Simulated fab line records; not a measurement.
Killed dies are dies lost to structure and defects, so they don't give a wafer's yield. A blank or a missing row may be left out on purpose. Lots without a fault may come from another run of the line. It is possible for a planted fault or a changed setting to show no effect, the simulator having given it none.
Matching of chambers    flow nand-harc    NHARC_P_GATE_STRIP_101 on rie-diel-04: 4 sister chambers
The step strips in O2, time 20 s. 4 wafers are shown with their chamber, then 8 later ones without.

WAFERS WITH THEIR CHAMBER
wafer   chamber  drypump-motor-current-A (A)
L081.1  3        5.3
L081.2  2        6.6
L081.3  0        5.7
L081.4  1        5.6

WAFERS WHOSE CHAMBER IS MISSING
wafer   drypump-motor-current-A (A)
L081.5  5.6
L081.6  6.6
L082.1  6.6
L082.2  5.7
L082.3  5.8
L082.4  5.3
L082.5  5.7
L082.6  5.8

CHAMBER TAKEN BY EACH
wafer    from the rows above   in truth
L081.5   1                     1
L081.6   2                     2
L082.1   2                     2
L082.2   0                     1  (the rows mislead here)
L082.3   0                     0
L082.4   3                     3
L082.5   0                     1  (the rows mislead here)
L082.6   0                     0
Correctly placed: 6 of 8. Can't be placed from these rows: 0. Wrongly placed: 2.
How it was worked out, from the rows above alone: a wafer's distance from a chamber is the root of the sum, over the readings, of the square of ((its reading less the chamber's mean) divided by the reading's scatter). The wafer belongs to the nearest chamber; if the next one is less than 2 further off, it can't be placed. For every chamber, the mean is computed from those of its wafers that are shown. The scatter (one wafer shown for each chamber): square how far every hidden wafer sits from the nearest shown wafer, average those squares and take the square root.
